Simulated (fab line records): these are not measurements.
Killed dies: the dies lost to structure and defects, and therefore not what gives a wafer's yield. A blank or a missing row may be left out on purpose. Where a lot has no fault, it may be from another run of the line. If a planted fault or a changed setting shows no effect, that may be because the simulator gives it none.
fab line records	flow n5_finfet
record lots=4	wafers=12	last_day=17
route steps=1938 shown BEOL_M13@1704 BEOL_M14@1716
lots untouched by any fault: they come from a run of this same line in which no faults occurred
start_h: hours from the record's opening day to when the first of the lot's shown wafers began	wait_h: hours elapsed since this lot's preceding step	" as in the row above	L1.1+2: a single row standing in for several wafers	- either no value or no given start	* or withheld: withheld	< > ~ a bound
route shown NAME@n: names a module that has steps shown in the file, with the first one's number in the route	usual: mean/standard deviation taken from wafers without a fault	same: alike in all rows	chamber/n: place in a boat	sites: the reading at each site	_std_site: how widely they spread, as a standard deviation	_edge_site: inner sites' mean taken away from outer sites' mean	radius_mm: for every site, how far away it sits from the centre of the wafer	mask NAME#n: copy n	behind: the tool/chamber that last shaped the wafer	hold: what put the lot on hold/how long, in hours/how the hold closed	device: whichever transistor did not switch (one of n, p or np)	end of line: the same wafers' tests at the end of the route	a step without rows: its recipe alone	killed: count of dies lost to structure and defects at first sort (not the wafer's yield)	map: a wafer's dies, marking killed ones x, the rest . and places with no die _
set.NAME: the setting the step ran with; set.NAME@STEP: the setting that earlier step ran with	model.NAME: the simulator's own value behind a step, which no gauge read
lots seen at some steps along the route; tables by step, rows by wafer
services: from which hour (start_h, from the record's first day; less than 0 if before it) a tool's chamber was out of use, for how many hours, and why
## steps
# step N5_BEOL_M13_PRE_CLEAN_42
# recipe gas=H2/He	time_s=30	temp_c=250
# step N5_BEOL_M13_SPUTTER_43
# recipe material=TaN	target_thk_a=150	temp_c=50	bias_v=168.6	power_w=15000	chamber_pressure_pa=0.12	time_s=24.19
# step N5_BEOL_M13_SPUTTER_44
# recipe material=Ta	target_thk_a=100	temp_c=50	bias_v=80	power_w=15000	chamber_pressure_pa=0.07	time_s=16.13
# step N5_BEOL_M13_SPUTTER_45
# recipe material=Cu	target_thk_a=800	temp_c=-20	bias_v=60	power_w=26000	chamber_pressure_pa=0.13	time_s=13.33
# step N5_BEOL_M13_ECD_47
# recipe material=Cu	target_thk_a=9360
# step N5_BEOL_M13_ANNEAL_48
# recipe temp_c=225	time_s=90	ambient=N2
# step N5_BEOL_M13_CMP_49
# recipe stop_on=SiOC	t_overpolish_s=17.1	down_force_psi=1	platen_rpm=50	clearing_platen_down_force_psi=1.5	clearing_platen_rpm=50	post_cmp_clean=cu_alkaline	target_thk_nm=420	clearing_platen_pad_velocity_m_s=0.99484	pad_velocity_m_s=0.99484
# step N5_BEOL_M13_PRE_CLEAN_52
# recipe gas=NH3	time_s=15	temp_c=withheld	rf_power_w=300
# step N5_BEOL_M13_DEP_53
# recipe material=SiCN	target_thk_a=500	temp_c=withheld	precursor=3MS/NH3	pressure_torr=3	rf_w=675	time_s=17.8
# step N5_BEOL_M14_ILD_DEP_00
# recipe material=SiO2	target_thk_a=11193	temp_c=400	precursor=TEOS/O2	pressure_torr=6.5	rf_w=900	teos_flow_sccm=161.4	gas=O2	flow_sccm=2650	time_s=237.4
# usual heater_power_outer_w=262/75	heater_power_w=496/97	rf_fwd_power_W=897.4/2.5	run_length_s=280.3/0.59	showerhead_plenum_p_Torr=8.35/0.041	throttle_valve_pct=18.0/0.89
lot.wafer	tool	chamber	start_h	wait_h	heater_power_outer_w	heater_power_w	rf_fwd_power_W	run_length_s	showerhead_plenum_p_Torr	throttle_valve_pct	model.SiO2_of_BEOL_M14_ILD_DEP_00.thk_nm
L346.4	pecvd-01	2	307.78	0.1	134	320	890.9	279.7	8.41	16.9	1121
L346.5	"	1	"	"	183	375	900.8	280.5	8.31	17.5	1126
L346.6	"	0	"	"	257	507	895.6	280.1	8.35	17.8	1122
L347.1	pecvd-01	2	310.33	0.0	203	413	897.1	316.3	8.41	16.5	1300
L347.2	"	0	"	"	270	522	897.2	315.7	8.36	18.3	1279
L347.3	"	1	"	"	230	442	897.8	281.0	8.31	17.4	1135
L351.1	pecvd-01	0	328.89	0.0	261	511	896.9	316.0	8.36	18.4	1293
L351.4	"	1	"	"	261	488	900.1	280.7	8.32	17.8	1137
L351.5	"	2	"	"	139	339	894.3	315.9	8.39	16.7	1280
L360.3	pecvd-03	2	389.53	0.0	180	382	897.1	279.9	8.32	17.0	1110
L360.4	"	1	"	"	349	545	902.2	280.0	8.41	19.5	1133
L360.6	"	2	"	"	209	429	898.5	280.1	8.30	17.2	1130
# step N5_BEOL_M14_THK_MEAS_01
# recipe reads=SiO2_of_BEOL_M14_ILD_DEP_00
# usual M14_ILD_THK=1118/18
lot.wafer	tool	chamber	start_h	wait_h	M14_ILD_THK[nm]
L346.4	film_metro-02	-	307.89	0.0	1121
L346.5	"	-	"	"	1125
L346.6	"	-	"	"	1123
L347.1	film_metro-01	-	310.52	0.1	1299
L347.2	"	-	"	"	1279
L347.3	"	-	"	"	1135
L351.1	film_metro-01	-	329.08	0.1	1293
L351.4	"	-	"	"	1137
L351.5	"	-	"	"	1279
L360.3	film_metro-01	-	389.74	0.1	1111
L360.4	"	-	"	"	1134
L360.6	"	-	"	"	1132
# step N5_BEOL_M14_COAT_58
# recipe resist=BARC	temp_c=205	time_s=60	spin_rpm=1500	resist_thk_nm=89
# step N5_BEOL_M14_COAT_04
# recipe spin_rpm=1704	resist_thk_nm=800
# step N5_BEOL_M14_EBR_06
# recipe solvent=PGMEA	ebr_width_mm=1.5
# step N5_BEOL_M14_SOFTBAKE_05
# recipe temp_c=130	time_s=60
# step N5_BEOL_M14_EXPOSE_07
# recipe mask_id=V13	na=0.8	source_shape=annular	sigma_inner=0.5	sigma_outer=0.8	polarization=unpolarized	attpsm_phase_deg=180	dose_mj=57
# step N5_BEOL_M14_PEB_08
# recipe peb_temp_c=130	peb_time_s=90
# step N5_BEOL_M14_DEVELOP_09
# recipe develop_time_s=45	rinse_liquid=diw	dry=air_spin	dev_temp_c=21
# step N5_BEOL_M14_HARDBAKE_14
# recipe temp_c=130	time_s=120
# step N5_BEOL_M14_DESCUM_15
# recipe chemistry=O2	time_s=7.9	source_power_w=50	bias_power_w=20	pressure_mtorr=20	rf_frequency_hz=2.712e+07	temp_c=40	o2_flow_sccm=225
# step N5_BEOL_M14_ETCH_59
# recipe chemistry=N2/H2	target=BARC	target_depth_a=890	overetch_a=267	time_s=67.9	ion_energy_ev=200	pressure_mtorr=30	source_w=840	bias_w=150	n2_flow_sccm=200	h2_flow_sccm=200
# step N5_BEOL_M14_VIA_ETCH_16
# recipe chemistry=C4F8/O2/Ar	target=SiO2	he_inner_torr=15	he_outer_torr=30	target_depth_a=12313	time_s=withheld	ion_energy_ev=800	pressure_mtorr=20	source_w=1905	bias_w=2040	Ar_flow_sccm=400	C4F8_flow_sccm=16	O2_flow_sccm=12	ends=cleared
# usual chamber_pressure_mTorr=20.001/0.016	drypump_motor_current_A=5.7/0.55	oes_product_au=0.73/0.06	rf_fwd_power_W=1899/5.4	rf_vpp_V=2217/45	showerhead_plenum_p_Torr=3.42/0.12	throttle_valve_pct=30.72/0.21
lot.wafer	tool	chamber	start_h	wait_h	chamber_pressure_mTorr	drypump_motor_current_A	oes_product_au	rf_fwd_power_W	rf_vpp_V	showerhead_plenum_p_Torr	throttle_valve_pct	model.etch.depth_nm	model.coat_of_BEOL_M14_COAT_04.thk_nm
L346.4	rie_diel-06	2	308.54	0.0	19.991	6.4	0.77	1897	2272	3.60	30.68	1121	441.2
L346.5	"	1	"	"	20.005	5.6	0.79	1903	2133	3.51	30.80	1126	450.8
L346.6	"	0	"	"	19.996	4.9	0.72	1899	2261	3.30	30.53	1122	453.4
L347.1	rie_diel-02	2	311.00	0.0	20.020	4.7	0.67	1899	2232	3.55	30.34	1300	417.8
L347.2	"	1	"	"	20.019	5.3	0.64	1909	2258	3.44	30.91	1279	418.4
L347.3	"	0	"	"	19.985	5.5	0.68	1897	2194	3.42	30.71	1135	456.4
L351.1	rie_diel-06	3	329.69	0.0	20.024	5.7	0.77	1899	2209	3.35	30.32	1293	416.2
L351.4	"	0	"	"	19.977	4.8	0.74	1899	2260	3.29	30.56	1137	451.2
L351.5	"	0	"	"	19.980	4.8	0.73	1899	2261	3.29	30.58	1280	417.8
L360.3	rie_diel-05	1	390.38	0.0	20.009	5.4	0.77	1906	2142	3.37	30.81	1110	445.2
L360.4	"	2	"	"	19.985	6.5	0.70	1895	2244	3.60	30.96	1133	457.8
L360.6	"	1	"	"	19.990	5.4	0.77	1901	2142	3.37	30.82	1130	441
# step N5_BEOL_M14_STRIP_63
# recipe chemistry=O2	power_w=600	temp_c=60	pressure_mtorr=30	rf_frequency_hz=6e+07	bias_power_w=0	overash_fraction=0.3	o2_flow_sccm=225
# step N5_BEOL_M14_STRIP_64
# recipe chemistry=O2	power_w=600	temp_c=60	pressure_mtorr=30	rf_frequency_hz=6e+07	bias_power_w=0	overash_fraction=0.3	o2_flow_sccm=225
# step N5_BEOL_M14_STRIP_71
# recipe chemistry=post_etch_residue_remover	time_s=60	temp_c=25	remover_ph=withheld	remover_water_wt_pct=withheld	remover_fluoride_wt_pct=withheld
# step N5_BEOL_M14_SRD_72
# recipe time_s=30	temp_c=23	rinse_liquid=diw	dry=n2_spin	spin_rpm=1500	dry_time_s=30
# step N5_BEOL_M14_COAT_65
# recipe resist=SOC	temp_c=250	time_s=60	spin_rpm=1500	resist_thk_nm=450
# step N5_BEOL_M14_COAT_66
# recipe resist=SiARC	temp_c=220	time_s=60	spin_rpm=1500	resist_thk_nm=110
# step N5_BEOL_M14_COAT_22
# recipe spin_rpm=2888	resist_thk_nm=300
# step N5_BEOL_M14_EBR_24
# recipe solvent=PGMEA	ebr_width_mm=1.5
# step N5_BEOL_M14_SOFTBAKE_23
# recipe temp_c=130	time_s=60
# step N5_BEOL_M14_EXPOSE_25
# recipe mask_id=M14	na=0.8	source_shape=annular	sigma_inner=0.5	sigma_outer=0.8	polarization=unpolarized	target_cd_nm=280	dose_mj=26.6
# step N5_BEOL_M14_PEB_26
# recipe peb_temp_c=130	peb_time_s=90
# step N5_BEOL_M14_DEVELOP_27
# recipe develop_time_s=45	rinse_liquid=diw	dry=air_spin	dev_temp_c=21
# step N5_BEOL_M14_HARDBAKE_32
# recipe temp_c=130	time_s=120
# step N5_BEOL_M14_CMP_49
# recipe stop_on=SiO2	t_overpolish_s=5.2	down_force_psi=2	platen_rpm=80	clearing_platen_down_force_psi=2	clearing_platen_rpm=80	post_cmp_clean=cu_alkaline	target_thk_nm=560	clearing_platen_pad_velocity_m_s=1.5917	pad_velocity_m_s=1.5917
# usual clearing_platen_down_force_psi=2.000/0.0039	clearing_platen_rpm=80.00/0.045	motor_current_A=8.2/0.81	pad_life_wafers=1356/620	retaining_ring_pressure_frac=1.000/0.0051
lot.wafer	tool	chamber	start_h	wait_h	clearing_platen_down_force_psi	clearing_platen_rpm	motor_current_A	pad_life_wafers	retaining_ring_pressure_frac	model.SiO2_of_BEOL_M14_ILD_DEP_00.thk_nm
L346.4	cmp-01	1	312.10	0.1	2.002	80.08	7.5	1830	0.993	1044
L346.5	"	1	"	"	1.993	80.05	8.1	-	0.995	1051
L346.6	"	2	"	"	2.005	80.02	9.8	-	1.003	1042
L347.1	cmp-04	3	315.26	0.3	2.003	79.96	7.6	1813	1.010	1222
L347.2	"	0	"	"	2.004	79.93	6.7	1814	0.999	1197
L347.3	"	1	"	"	2.004	80.01	8.5	1815	0.995	1055
L351.1	cmp-01	0	336.42	0.3	2.001	80.04	8.4	2022	0.999	1211
L351.4	"	2	"	"	2.002	79.99	10.4	2024	1.004	1053
L351.5	"	1	"	"	2.001	80.01	8.3	-	0.996	1197
L360.3	cmp-04	1	393.86	0.2	2.003	80.02	8.8	348	0.996	1033
L360.4	"	3	"	"	1.997	80.03	7.3	350	1.000	1052
L360.6	"	2	"	"	2.002	80.02	7.6	-	1.006	1053
## services
tool	chamber	start_h	hours	kind
rie_diel-05	0	291.72	5.4	repair
rie_diel-02	3	294.43	-	clean
rie_diel-02	3	294.43	-	consumable_replace:esc
rie_diel-02	3	294.43	-	consumable_replace:focus_ring
rie_diel-02	3	294.43	26.6	scheduled_down
rie_diel-02	3	294.43	26.6	vent_cycle
rie_diel-06	0	295.00	3.9	repair
cmp-04	-	306.77	4.9	repair
rie_diel-06	2	319.55	5.6	repair
pecvd-01	2	326.80	-	calibration
rie_diel-05	0	340.89	8.1	repair
cmp-01	-	353.45	4.0	pm
cmp-04	-	353.91	4.0	pm
rie_diel-02	1	357.55	4.5	repair
cmp-04	-	357.91	-	consumable_replace:conditioner
cmp-04	-	357.91	-	consumable_replace:pad
cmp-01	-	368.94	3.8	pm
rie_diel-02	-	376.33	2.8	pm
cmp-04	-	379.20	1.3	repair
pecvd-01	-	389.09	2.6	repair
## key
first_sign step=N5_BEOL_M14_ILD_DEP_00	reading=run_length_s	direction=up	sigmas=61	usual=*	struck=*
effect step=N5_BEOL_M14_THK_MEAS_01	reading=M14_ILD_THK	direction=up	sigmas=9.2	usual=1118	struck=1287
model_effect step=N5_BEOL_M14_ILD_DEP_00	value=SiO2_of_BEOL_M14_ILD_DEP_00.thk_nm	without=1119	struck=1288
model_effect step=N5_BEOL_M14_VIA_ETCH_16	value=etch.depth_nm	without=1119	struck=1288
model_effect step=N5_BEOL_M14_CMP_49	value=SiO2_of_BEOL_M14_ILD_DEP_00.thk_nm	without=1038	struck=1207
met_at N5_BEOL_M14_ILD_DEP_00
struck_wafers L347.1,L347.2,L351.1,L351.5
onset_between 307.78 310.33
fault kind=process_parameter_drift	tool=pecvd-01	chamber=-	onset_h=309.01	steps=N5_BEOL_M14_ILD_DEP_00	channel=time_s	offset=*	shape=step	end_h=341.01	scope=struck_wafers_only	acts_in=*	stated=*
